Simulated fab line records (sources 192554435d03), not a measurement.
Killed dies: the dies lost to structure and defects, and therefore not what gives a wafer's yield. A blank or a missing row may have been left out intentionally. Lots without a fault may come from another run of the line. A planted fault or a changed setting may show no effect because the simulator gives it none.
Chamber matching | flow n5-finfet | 4 sister chambers for N5_BEOL_M6_ALD_77 on ald-metal-02
The step deposits TaN, target thk 2 nm, pulse time 2 s, purge time 3 s. 4 wafers are shown with their chamber, then 8 later ones without.

== WAFERS WITH THEIR CHAMBER ==
wafer  | chamber | heater-power-w (W)
L086.6 | 0       | 433
L091.1 | 3       | 433
L091.6 | 1       | 495
L096.1 | 2       | 519

== WAFERS MISSING THEIR CHAMBER ==
wafer  | heater-power-w (W)
L096.2 | 482
L096.3 | 439
L095.1 | 511
L095.2 | 421
L095.4 | 430
L094.1 | 441
L094.4 | 511
L094.5 | 489

== WHICH CHAMBER EACH WENT THROUGH ==
wafer  | from the rows above     | in truth
L096.2 | 1                       | 1
L096.3 | can't be placed: 0 or 3 | 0
L095.1 | can't be placed: 2 or 1 | 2
L095.2 | can't be placed: 0 or 3 | 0
L095.4 | can't be placed: 0 or 3 | 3
L094.1 | can't be placed: 0 or 3 | 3
L094.4 | can't be placed: 2 or 1 | 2
L094.5 | 1                       | 1
2 of 8 placed correctly. From these rows, 6 cannot be placed; in 6 the true chamber is one of the candidates. Wrongly placed: 0.
How it was worked out, from the rows above alone: a wafer's distance from a chamber is the root of the sum, over the readings, of the square of ((its reading less the chamber's mean) divided by the reading's scatter). The wafer belongs to the nearest chamber; if the next one is less than 2 further off, it can't be placed. Each chamber's mean is taken over the wafers shown for it. The scatter: root of mean squared gap, hidden wafer to nearest shown wafer, with one shown wafer a chamber.
